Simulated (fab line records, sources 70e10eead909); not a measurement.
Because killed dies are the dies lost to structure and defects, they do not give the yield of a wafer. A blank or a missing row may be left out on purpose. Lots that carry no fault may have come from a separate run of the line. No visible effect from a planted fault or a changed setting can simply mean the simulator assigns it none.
Chamber matching    flow nandHarc    NHARC_A_M0_ETCH_34 on rieDiel-03: 4 sister chambers
The step etches the open film in N2/H2, target depth 40 nm, overetch 12 nm, time 43.94 s. 4 wafers are shown with their chamber, then 7 later ones without.

## WAFERS WITH THEIR CHAMBER
wafer   chamber  showerheadPlenumPTorr (Torr)
L457.6  1        2.18
L458.3  0        2.12
L461.1  3        2.10
L461.4  2        2.08

## WAFERS MISSING THEIR CHAMBER
wafer   showerheadPlenumPTorr (Torr)
L461.5  2.18
L465.1  2.08
L465.4  2.12
L465.5  2.10
L473.3  2.10
L473.4  2.07
L473.6  2.12

## WHICH CHAMBER EACH WENT THROUGH
wafer   from the rows above  in truth
L461.5  1                    1
L465.1  2                    2
L465.4  0                    0
L465.5  3                    3
L473.3  3                    3
L473.4  2                    2
L473.6  0                    0
Correct placement for 7 of the 7. Can't be placed from these rows: 0. Wrongly placed: 0.
How it was worked out, from the rows above alone: a wafer's distance from a chamber is the root of the sum, over the readings, of the square of ((its reading less the chamber's mean) divided by the reading's scatter). If the next closest chamber is less than 2 further off than the closest, the wafer can't be placed; otherwise it belongs to the closest. Each chamber's mean is taken over the wafers shown for it. The scatter: with one shown wafer a chamber, the root of the mean of the squares of how far each hidden wafer lies from its nearest shown one.
